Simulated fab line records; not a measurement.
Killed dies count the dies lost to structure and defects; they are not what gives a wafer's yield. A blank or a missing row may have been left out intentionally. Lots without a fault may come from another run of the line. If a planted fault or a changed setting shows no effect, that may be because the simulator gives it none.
fab line records	flow nand_harc	part 1 of 2: steps 1 to 30 of 43
record lots=5	wafers=15	last_day=30
route steps=1302 shown THIN_TSV@1251
lots with no fault: from the same line, run without faults
start_h: start of the lot's first displayed wafer, in hours after the record's first day	wait_h: hours from the lot's prior step to this one	" as in the row above	L1.1+2: a single row standing in for several wafers	- either no value or no given start	* or withheld: withheld	< > ~ a bound
route shown NAME@n: a module of which the file shows steps, and the number in the route of the first	usual: mean/standard deviation of fault-free wafers	same: alike in all rows	chamber/n: place in a boat	sites: per-site readings	_std_site: their standard deviation	_edge_site: inner sites' mean taken away from outer sites' mean	radius_mm: how far each site lies from the wafer's centre	mask NAME#n: copy n	behind: the most recent tool/chamber to have shaped the wafer	hold: why the lot went on hold/how many hours it stayed there/how the hold came to an end	device: the transistor (n, p or np) that didn't switch	end of line: the same wafers' tests at the end of the route	for a step that has no rows: nothing shown but its recipe	killed: count of dies lost to structure and defects at first sort (not the wafer's yield)	map: dies across one wafer; x = killed, . = not, _ = none there
set.NAME: the setting that was run; set.NAME@STEP: the one run at that earlier step	model.NAME: the simulator's own value behind a step, which no gauge read
certain route steps with their lots: each step a table, each wafer a row
services: when a tool's chamber went out of use (start_h, in hours from the record's first day, below 0 if earlier), for how many hours, and the reason
## steps
# step NHARC_THIN_TSV_DEHYDRATE_04
# recipe temp_c=150	time_s=120
lot.wafer	tool	chamber	start_h	wait_h
L074.1+3+6	litho_track-03	0	545.99	-
L080.2+4+6	litho_track-02	0	592.51	-
L083.1+5+6	litho_track-05	0	629.18	-
L081.1+2+4	litho_track-05	0	630.39	-
L091.1+3+4	litho_track-03	0	712.04	-
# step NHARC_THIN_TSV_HMDS_05
# recipe time_s=30
lot.wafer	tool	chamber	start_h	wait_h
L074.1+3+6	litho_track-03	0	-	-
L080.2+4+6	litho_track-02	0	-	-
L083.1+5+6	litho_track-05	0	-	-
L081.1+2+4	litho_track-05	0	-	-
L091.1+3+4	litho_track-03	0	-	-
# step NHARC_THIN_TSV_COAT_06
# recipe spin_rpm=*
lot.wafer	tool	chamber	start_h	wait_h
L074.1+3+6	litho_track-03	0	-	-
L080.2+4+6	litho_track-02	0	-	-
L083.1+5+6	litho_track-05	0	-	-
L081.1+2+4	litho_track-05	0	-	-
L091.1+3+4	litho_track-03	0	-	-
# step NHARC_THIN_TSV_SOFTBAKE_07
# recipe temp_c=122	time_s=95
lot.wafer	tool	chamber	start_h	wait_h
L074.1+3+6	litho_track-03	0	-	-
L080.2+4+6	litho_track-02	0	-	-
L083.1+5+6	litho_track-05	0	-	-
L081.1+2+4	litho_track-05	0	-	-
L091.1+3+4	litho_track-03	0	-	-
# step NHARC_THIN_TSV_EBR_08
lot.wafer	tool	chamber	start_h	wait_h
L074.1+3+6	litho_track-03	0	-	-
L080.2+4+6	litho_track-02	0	-	-
L083.1+5+6	litho_track-05	0	-	-
L081.1+2+4	litho_track-05	0	-	-
L091.1+3+4	litho_track-03	0	-	-
# step NHARC_THIN_TSV_EXPOSE_09
# recipe na=0.55	dose_mj=30.7	mask_id=TSV
# same na=0.55
lot.wafer	tool	chamber	start_h	wait_h	mask
L074.1+3+6	krf_scanner-04	0	546.26	-	TSV#0
L080.2+4+6	krf_scanner-03	0	592.79	-	TSV#0
L083.1+5+6	krf_scanner-01	0	629.45	-	TSV#0
L081.1+2+4	krf_scanner-03	0	630.66	-	TSV#0
L091.1+3+4	krf_scanner-01	0	712.31	-	TSV#0
# step NHARC_THIN_TSV_PEB_10
# recipe peb_temp_c=118	peb_time_s=85
lot.wafer	tool	chamber	start_h	wait_h
L074.1+3+6	litho_track-03	0	546.32	0.1
L080.2+4+6	litho_track-02	0	592.85	0.1
L083.1+5+6	litho_track-02	0	629.51	0.1
L081.1+2+4	litho_track-02	0	630.72	0.1
L091.1+3+4	litho_track-03	0	712.37	0.1
# step NHARC_THIN_TSV_DEVELOP_11
# recipe time_s=70
lot.wafer	tool	chamber	start_h	wait_h
L074.1+3+6	litho_track-03	0	-	-
L080.2+4+6	litho_track-02	0	-	-
L083.1+5+6	litho_track-02	0	-	-
L081.1+2+4	litho_track-02	0	-	-
L091.1+3+4	litho_track-03	0	-	-
# step NHARC_THIN_TSV_CD_MEAS_12
# recipe target_cd_nm=1000	landing_energy_ev=500
# usual cd_nm=1000.4/1.4
lot.wafer	tool	chamber	start_h	wait_h	cd_nm
L074.1	cd_sem-02	0	546.41	-	1000.9
L074.3	"	0	"	"	998.6
L074.6	"	0	"	"	998.6
L080.2	cd_sem-01	0	592.94	-	1000.8
L080.4	"	0	"	"	1000.0
L080.6	"	0	"	"	1001.2
L083.1	cd_sem-01	0	629.60	-	1000.1
L083.5	"	0	"	"	999.8
L083.6	"	0	"	"	1000.0
L081.1	cd_sem-03	0	630.81	-	1003.9
L081.2	"	0	"	"	1002.6
L081.4	"	0	"	"	1002.8
L091.1	cd_sem-03	0	712.47	-	1000.1
L091.3	"	0	"	"	999.9
L091.4	"	0	"	"	999.9
# step NHARC_THIN_TSV_HARDBAKE_13
# recipe temp_c=125	time_s=80
lot.wafer	tool	chamber	start_h	wait_h
L074.1+3+6	litho_track-02	0	546.49	-
L080.2+4+6	litho_track-03	0	593.02	-
L083.1+5+6	litho_track-02	0	629.68	-
L081.1+2+4	litho_track-05	0	630.89	-
L091.1+3+4	litho_track-03	0	712.54	-
# step NHARC_THIN_TSV_DESCUM_14
# recipe time_s=3	o2_flow_sccm=200	ar_flow_sccm=0	bias_power_w=0	chemistry=O2
# usual drypump_motor_current_A=5.5/0.42	oes_product_au=1.000/0.0078	rf_vpp_V=57.8/1	showerhead_plenum_p_Torr=1.93/0.1	throttle_valve_pct=11.310/0.0096
lot.wafer	tool	chamber	start_h	wait_h	drypump_motor_current_A	oes_product_au	rf_hours_counter_h	rf_vpp_V	showerhead_plenum_p_Torr	throttle_valve_pct
L074.3	rie_diel-06	1	546.59	-	5.3	0.995	2.1	57.1	1.80	11.316
L074.1	"	2	"	"	5.6	1.004	1.9	59.8	2.06	11.315
L074.6	"	3	"	"	5.8	0.998	-	57.8	1.81	11.299
L080.2	rie_diel-13	1	593.11	-	6.1	1.004	2.8	58.4	2.06	11.300
L080.4	"	3	"	"	5.1	0.998	2.9	58.6	2.06	11.332
L080.6	"	0	"	"	6.1	0.991	-	57.3	1.92	11.314
L083.1	rie_diel-06	2	629.77	-	5.7	1.021	6.6	57.8	2.05	11.320
L083.6	"	1	"	"	5.3	1.005	-	58.5	1.80	11.318
L083.5	"	2	"	"	5.6	1.007	-	58.7	2.05	11.306
L081.2	rie_diel-06	1	630.97	-	5.3	0.989	6.8	56.0	1.80	11.301
L081.1	"	3	"	"	5.8	1.003	7.3	58.1	1.81	11.300
L081.4	"	0	"	"	5.4	1.007	7.0	58.9	2.04	11.315
L091.3	rie_diel-13	3	712.63	-	5.0	1.002	0.3	57.5	2.06	11.304
L091.4	"	0	"	"	6.1	0.993	0.4	59.0	1.92	11.309
L091.1	"	1	"	"	6.0	1.000	0.4	57.2	2.06	11.320
# step NHARC_THIN_TSV_ETCH_44
# recipe target_depth_a=15942	time_s=797.1	cf4_flow_sccm=150	o2_flow_sccm=10	ar_flow_sccm=0	rf_w=300	bias_w=800	chemistry=CF4/O2
# usual drypump_motor_current_A=5.6/0.43	oes_product_au=1.000/0.0066	rf_vpp_V=795/5.6	showerhead_plenum_p_Torr=1.85/0.09	throttle_valve_pct=16.914/0.0088
lot.wafer	tool	chamber	start_h	wait_h	drypump_motor_current_A	oes_product_au	rf_hours_counter_h	rf_vpp_V	showerhead_plenum_p_Torr	throttle_valve_pct
L074.3	rie_diel-06	0	546.72	0.1	5.5	1.008	2.5	800	1.95	16.928
L074.1	"	1	"	"	5.3	1.007	2.2	787	1.74	16.913
L074.6	"	0	"	"	5.4	1.007	-	803	1.95	16.899
L080.4	rie_diel-13	2	593.30	0.2	5.0	1.002	2.9	794	1.81	16.902
L080.2	"	3	"	"	5.1	0.999	3.0	802	1.96	16.917
L080.6	"	1	"	"	6.0	1.001	-	802	1.96	16.919
L083.1	rie_diel-06	2	629.85	0.1	5.6	1.007	6.7	802	1.96	16.915
L083.5	"	2	"	"	5.7	0.997	-	803	1.96	16.920
L083.6	"	3	"	"	5.8	1.001	-	789	1.74	16.929
L081.2	rie_diel-06	1	631.06	0.1	5.3	1.002	6.9	789	1.73	16.918
L081.4	"	2	"	"	5.6	1.008	7.1	801	1.96	16.893
L081.1	"	0	"	"	5.4	1.009	7.1	800	1.95	16.915
L091.1	rie_diel-13	0	712.71	0.1	6.0	0.991	0.5	794	1.84	16.908
L091.3	"	2	"	"	4.9	1.004	0.5	792	1.81	16.909
L091.4	"	3	"	"	5.1	1.012	0.5	804	1.96	16.920
# step NHARC_THIN_TSV_ETCH_15
# recipe target_depth_a=30000	bosch_target_overetch_cycles=2	bosch_etch_step_s=2.8	bosch_dep_step_s=1.2	bosch_cycles=14
# usual drypump_motor_current_A=6.1/0.47
lot.wafer	tool	chamber	start_h	wait_h	drypump_motor_current_A	rf_hours_counter_h
L074.3	rie_si-04	3	547.23	-	6.3	0.1
L074.1	"	2	"	"	6.7	0.2
L074.6	"	3	"	"	6.4	-
L080.2	rie_si-02	3	593.76	-	5.6	0.5
L080.4	"	0	"	"	5.6	0.6
L080.6	"	0	"	"	5.6	-
L083.1	rie_si-04	2	630.46	-	6.6	0.5
L083.5	"	3	"	"	6.3	-
L083.6	"	0	"	"	5.6	-
L081.1	rie_si-05	0	631.63	-	6.5	1.0
L081.4	"	1	"	"	6.0	1.0
L081.2	"	2	"	"	6.4	1.1
L091.3	rie_si-02	3	713.30	-	5.6	0.4
L091.1	"	1	"	"	6.0	0.4
L091.4	"	2	"	"	5.1	-
# step NHARC_THIN_TSV_CD_MEAS_16
# usual cd_nm=1000.4/1.5
lot.wafer	tool	chamber	start_h	wait_h	cd_nm
L074.1	cd_sem-01	-	547.38	0.1	1001.0
L074.3	"	-	"	"	998.1
L074.6	"	-	"	"	998.7
L080.2	cd_sem-03	-	593.91	0.1	999.5
L080.4	"	-	"	"	1000.8
L080.6	"	-	"	"	1001.1
L083.1	cd_sem-02	-	630.57	0.1	1000.4
L083.5	"	-	"	"	999.6
L083.6	"	-	"	"	1000.0
L081.1	cd_sem-01	-	631.77	0.1	1004.0
L081.2	"	-	"	"	1002.7
L081.4	"	-	"	"	1003.0
L091.1	cd_sem-03	-	713.46	0.1	1000.1
L091.3	"	-	"	"	1000.1
L091.4	"	-	"	"	1000.6
# step NHARC_THIN_TSV_STRIP_45
# recipe power_w=1500	temp_c=250	chemistry=O2
# usual drypump_motor_current_A=5.6/0.45	heater_power_w=374/16
lot.wafer	tool	chamber	start_h	wait_h	drypump_motor_current_A	heater_power_w	rf_hours_counter_h
L074.1	plasma_asher-01	1	550.65	3.3	5.9	348	6
L074.3	"	0	"	"	5.4	379	-
L074.6	"	1	"	"	5.9	345	-
L080.2	plasma_asher-02	0	593.98	0.1	6.0	354	30
L080.4	"	1	"	"	5.0	395	-
L080.6	"	0	"	"	6.0	356	-
L083.1	plasma_asher-01	1	630.69	0.1	5.9	341	24
L083.5	"	0	"	"	5.5	374	-
L083.6	"	1	"	"	5.9	353	-
L081.1	plasma_asher-02	1	631.84	0.1	5.0	382	2
L081.2	"	0	"	"	6.0	373	2
L081.4	"	1	"	"	5.0	387	-
L091.1	plasma_asher-02	0	713.53	0.1	6.0	382	21
L091.3	"	0	"	"	6.0	374	-
L091.4	"	1	"	"	4.9	394	-
# step NHARC_THIN_TSV_STRIP_46
# recipe time_s=1200	temp_c=72.5	chemistry=post_etch_residue_remover
lot.wafer	tool	chamber	start_h	wait_h
L074.3+6+1	wet_bench-08	3,4,5	551.01	0.2
L080.2+6+4	wet_bench-10	7,1,2	594.33	0.3
L083.6+5+1	wet_bench-10	5,6,7	631.02	0.1
L081.1+2+4	wet_bench-10	5,6,7	632.20	0.3
L091.4+1+3	wet_bench-10	3,6,0	713.88	0.2
# step NHARC_THIN_TSV_DEP_47
# recipe target_thk_a=2000	temp_c=withheld	pressure_torr=6.5	rf_w=900	teos_flow_sccm=161.4	flow_sccm=2650	target_thk_nm=200	gas=O2	material=SiO2
# usual throttle_valve_pct=16.1/0.61
lot.wafer	tool	chamber	start_h	wait_h	throttle_valve_pct
L074.1	pecvd-01	1	551.54	-	16.9
L074.3	"	2	"	"	16.6
L074.6	"	0	"	"	15.8
L080.2	pecvd-04	2	594.86	-	16.5
L080.4	"	0	"	"	15.8
L080.6	"	1	"	"	15.4
L083.1	pecvd-03	0	631.54	-	15.3
L083.5	"	1	"	"	15.5
L083.6	"	0	"	"	15.4
L081.2	pecvd-01	2	632.69	-	16.7
L081.1	"	0	"	"	15.9
L081.4	"	0	"	"	15.6
L091.1	pecvd-01	1	714.33	-	16.6
L091.3	"	2	"	"	16.5
L091.4	"	1	"	"	17.0
# step NHARC_THIN_TSV_ETCHBACK_48
# recipe target_depth_a=10285	over_etch_frac=0.3	time_s=405.17	ion_energy_ev=250	c4f8_flow_sccm=withheld	ar_flow_sccm=withheld	rf_w=600	bias_w=300	chemistry=C4F8/Ar
# usual oes_product_au=0.94/0.032	rf_vpp_V=548/3.6
lot.wafer	tool	chamber	start_h	wait_h	oes_product_au	rf_hours_counter_h	rf_vpp_V
L074.3	rie_diel-13	1	551.94	-	1.00	0.6	553
L074.1	"	0	"	"	1.00	0.8	546
L074.6	"	2	"	"	1.00	-	547
L080.4	rie_diel-06	0	595.21	-	0.94	5.0	553
L080.2	"	2	"	"	0.93	4.9	552
L080.6	"	3	"	"	0.93	-	543
L083.1	rie_diel-12	1	631.92	-	1.00	0.1	548
L083.6	"	3	"	"	1.00	-	546
L083.5	"	0	"	"	1.01	-	541
L081.1	rie_diel-12	2	633.05	-	1.00	0.2	549
L081.4	"	0	"	"	1.01	0.3	542
L081.2	"	1	"	"	1.00	0.2	546
L091.3	rie_diel-13	0	714.73	-	0.95	0.9	546
L091.1	"	1	"	"	0.98	0.9	552
L091.4	"	3	"	"	0.96	0.6	553
# step NHARC_THIN_TSV_STRIP_62
# recipe power_w=1500	temp_c=250	time_s=20	chemistry=N2/H2
# usual drypump_motor_current_A=5.6/0.35	heater_power_w=366/16
lot.wafer	tool	chamber	start_h	wait_h	drypump_motor_current_A	heater_power_w	rf_hours_counter_h
L074.1	plasma_asher-01	1	552.30	-	5.9	340	7
L074.3	"	0	"	"	5.5	365	-
L074.6	"	1	"	"	5.9	351	-
L080.2	plasma_asher-02	0	595.53	-	6.0	361	31
L080.4	"	0	"	"	6.0	353	-
L080.6	"	0	"	"	6.0	371	-
L083.1	plasma_asher-01	0	632.21	-	5.5	372	25
L083.5	"	0	"	"	5.5	373	-
L083.6	"	1	"	"	5.9	339	-
L081.1	plasma_asher-01	0	633.40	-	5.5	377	25
L081.2	"	1	"	"	5.9	340	25
L081.4	"	0	"	"	5.5	372	-
L091.1	plasma_asher-01	0	715.09	-	5.5	377	2
L091.3	"	0	"	"	5.5	369	-
L091.4	"	1	"	"	5.9	364	-
# step NHARC_THIN_TSV_DEGAS_49
# recipe temp_c=300	time_s=120
# usual heater_power_w=472/55
lot.wafer	tool	chamber	start_h	wait_h	heater_power_w
L074.3	pvd_sputter-01	-	552.48	0.1	473
L074.1	"	-	"	"	452
L074.6	"	-	"	"	467
L080.2	pvd_sputter-03	-	595.73	0.2	534
L080.4	"	-	"	"	401
L080.6	"	-	"	"	484
L083.1	pvd_sputter-03	-	632.39	0.2	487
L083.5	"	-	"	"	446
L083.6	"	-	"	"	494
L081.2	pvd_sputter-02	-	633.57	0.1	463
L081.1	"	-	"	"	391
L081.4	"	-	"	"	602
L091.4	pvd_sputter-01	-	715.27	0.1	502
L091.3	"	-	"	"	446
L091.1	"	-	"	"	403
# step NHARC_THIN_TSV_PRE_CLEAN_50
# recipe time_s=30	temp_c=280	gas=H2/He
# usual heater_power_w=412/50
lot.wafer	tool	chamber	start_h	wait_h	heater_power_w
L074.1	pvd_sputter-01	-	-	-	407
L074.3	"	-	"	"	421
L074.6	"	-	"	"	432
L080.4	pvd_sputter-03	-	-	-	345
L080.2	"	-	"	"	472
L080.6	"	-	"	"	390
L083.1	pvd_sputter-03	-	-	-	467
L083.6	"	-	"	"	469
L083.5	"	-	"	"	335
L081.1	pvd_sputter-02	-	-	-	346
L081.4	"	-	"	"	530
L081.2	"	-	"	"	389
L091.4	pvd_sputter-01	-	-	-	390
L091.1	"	-	"	"	364
L091.3	"	-	"	"	413
# step NHARC_THIN_TSV_PVD_19
# recipe target_thk_a=200	chamber_pressure_pa=5	material=TaN
# usual throttle_valve_pct=30.0/0.89
lot.wafer	tool	chamber	start_h	wait_h	throttle_valve_pct
L074.3	pvd_sputter-01	-	-	-	30.5
L074.1	"	-	"	"	30.2
L074.6	"	-	"	"	30.5
L080.2	pvd_sputter-03	-	-	-	30.8
L080.4	"	-	"	"	28.9
L080.6	"	-	"	"	30.5
L083.1	pvd_sputter-03	-	-	-	28.9
L083.6	"	-	"	"	29.5
L083.5	"	-	"	"	30.7
L081.4	pvd_sputter-02	-	-	-	30.9
L081.1	"	-	"	"	28.9
L081.2	"	-	"	"	30.5
L091.4	pvd_sputter-01	-	-	-	30.1
L091.1	"	-	"	"	31.0
L091.3	"	-	"	"	30.3
# step NHARC_THIN_TSV_PVD_51
# recipe target_thk_a=1000	chamber_pressure_pa=5	material=Cu
# usual throttle_valve_pct=30.0/0.91
lot.wafer	tool	chamber	start_h	wait_h	throttle_valve_pct
L074.1	pvd_sputter-01	-	-	-	30.6
L074.3	"	-	"	"	30.0
L074.6	"	-	"	"	30.4
L080.4	pvd_sputter-03	-	-	-	28.0
L080.2	"	-	"	"	30.8
L080.6	"	-	"	"	28.1
L083.1	pvd_sputter-03	-	-	-	30.6
L083.6	"	-	"	"	27.8
L083.5	"	-	"	"	29.8
L081.1	pvd_sputter-02	-	-	-	30.2
L081.4	"	-	"	"	30.8
L081.2	"	-	"	"	28.8
L091.4	pvd_sputter-01	-	-	-	30.9
L091.3	"	-	"	"	30.5
L091.1	"	-	"	"	30.2
# step NHARC_THIN_TSV_ECD_20
# recipe target_thk_a=20000	material=Cu
lot.wafer	tool	chamber	start_h	wait_h
L074.1+3+6	ecd_cu-01	1,0,0	552.93	-
L080.2+4+6	ecd_cu-01	1,0,0	596.27	-
L083.1+5+6	ecd_cu-01	1,0,1	632.93	-
L081.1+2+4	ecd_cu-01	0,1,1	634.02	-
L091.1+3+4	ecd_cu-02	0,0,1	715.73	-
# step NHARC_THIN_TSV_ANNEAL_52
# recipe temp_c=225	time_s=90
# usual wafer_temp_C_max=225.95/0.26
lot.wafer	tool	chamber	start_h	wait_h	wafer_temp_C_max
L074.1	rtp_anneal-01	0	553.66	0.6	225.78
L074.3	"	0	"	"	226.40
L074.6	"	0	"	"	225.92
L080.2	rtp_anneal-02	0	596.96	0.6	225.94
L080.4	"	0	"	"	225.94
L080.6	"	0	"	"	225.66
L083.1	rtp_anneal-02	0	633.56	0.5	225.93
L083.5	"	0	"	"	225.73
L083.6	"	0	"	"	226.36
L081.1	rtp_anneal-02	0	634.76	0.6	226.08
L081.2	"	0	"	"	226.06
L081.4	"	0	"	"	225.87
L091.1	rtp_anneal-01	0	716.46	0.6	226.10
L091.3	"	0	"	"	225.95
L091.4	"	0	"	"	226.28
# step NHARC_THIN_TSV_CMP_21
# recipe t_overpolish_s=30	target_thk_nm=2000
# usual motor_current_A=12.5/0.56	overpolish_run_s=30.000/0.01	slurry_flow_ml_min=149.9/0.43
lot.wafer	tool	chamber	start_h	wait_h	motor_current_A	overpolish_run_s	slurry_flow_ml_min
L074.3	cmp-04	1	554.03	-	12.5	29.992	149.1
L074.1	"	3	"	"	13.5	29.989	150.1
L074.6	"	0	"	"	13.1	30.011	150.7
L080.2	cmp-01	0	597.31	-	12.3	29.992	150.0
L080.4	"	1	"	"	11.5	29.990	149.0
L080.6	"	0	"	"	13.0	29.989	149.6
L083.1	cmp-03	1	633.91	-	12.2	29.999	150.2
L083.5	"	1	"	"	12.1	30.003	149.9
L083.6	"	2	"	"	12.7	30.001	150.3
L081.2	cmp-04	0	635.10	-	13.5	29.983	149.7
L081.4	"	2	"	"	11.5	29.993	150.3
L081.1	"	3	"	"	13.5	30.001	150.4
L091.3	cmp-01	1	716.83	-	11.9	30.007	150.2
L091.1	"	2	"	"	13.2	30.012	150.6
L091.4	"	3	"	"	12.3	29.982	150.0
# step NHARC_THIN_TSV_SRD_23
lot.wafer	tool	chamber	start_h	wait_h
L074.3+6+1	wet_bench-10	7,0,2	554.38	0.0
L080.2+6+4	wet_bench-10	3,4,5	597.65	0.1
L083.5+6+1	wet_bench-08	4,5,7	634.27	0.0
L081.1+2+4	wet_bench-08	6,0,1	635.47	0.0
L091.3+1+4	wet_bench-10	5,6,1	717.16	0.0
# step NHARC_THIN_TSV_DEGAS_53
# recipe temp_c=300	time_s=60
# usual heater_power_w=470/56
lot.wafer	tool	chamber	start_h	wait_h	heater_power_w
L074.3	pvd_sputter-03	-	554.47	0.1	525
L074.1	"	-	"	"	429
L074.6	"	-	"	"	521
L080.2	pvd_sputter-01	-	597.75	0.1	504
L080.4	"	-	"	"	443
L080.6	"	-	"	"	522
L083.1	pvd_sputter-01	-	634.40	0.1	508
L083.5	"	-	"	"	475
L083.6	"	-	"	"	496
L081.4	pvd_sputter-02	-	635.59	0.1	589
L081.1	"	-	"	"	447
L081.2	"	-	"	"	458
L091.4	pvd_sputter-03	-	717.25	0.1	389
L091.3	"	-	"	"	493
L091.1	"	-	"	"	526
# step NHARC_THIN_TSV_PRE_CLEAN_54
# recipe time_s=30	temp_c=280	gas=H2/He
# usual heater_power_w=409/45
lot.wafer	tool	chamber	start_h	wait_h	heater_power_w
L074.1	pvd_sputter-03	-	554.56	0.1	338
L074.3	"	-	"	"	388
L074.6	"	-	"	"	403
L080.4	pvd_sputter-01	-	597.82	0.1	419
L080.2	"	-	"	"	450
L080.6	"	-	"	"	425
L083.1	pvd_sputter-01	-	634.46	0.1	428
L083.6	"	-	"	"	429
L083.5	"	-	"	"	446
L081.1	pvd_sputter-02	-	635.66	0.0	409
L081.2	"	-	"	"	525
L081.4	"	-	"	"	396
L091.4	pvd_sputter-03	-	717.33	0.1	346
L091.3	"	-	"	"	401
L091.1	"	-	"	"	433
# step NHARC_THIN_TSV_PVD_55
# recipe target_thk_a=500	material=TiN
lot.wafer	tool	chamber	start_h	wait_h
L074.3+1+6	pvd_sputter-03	-	554.61	0.0
L080.2+4+6	pvd_sputter-01	-	597.89	0.0
L083.1+5+6	pvd_sputter-01	-	634.54	0.1
L081.2+1+4	pvd_sputter-02	-	635.73	0.0
L091.3+1+4	pvd_sputter-03	-	717.41	0.1
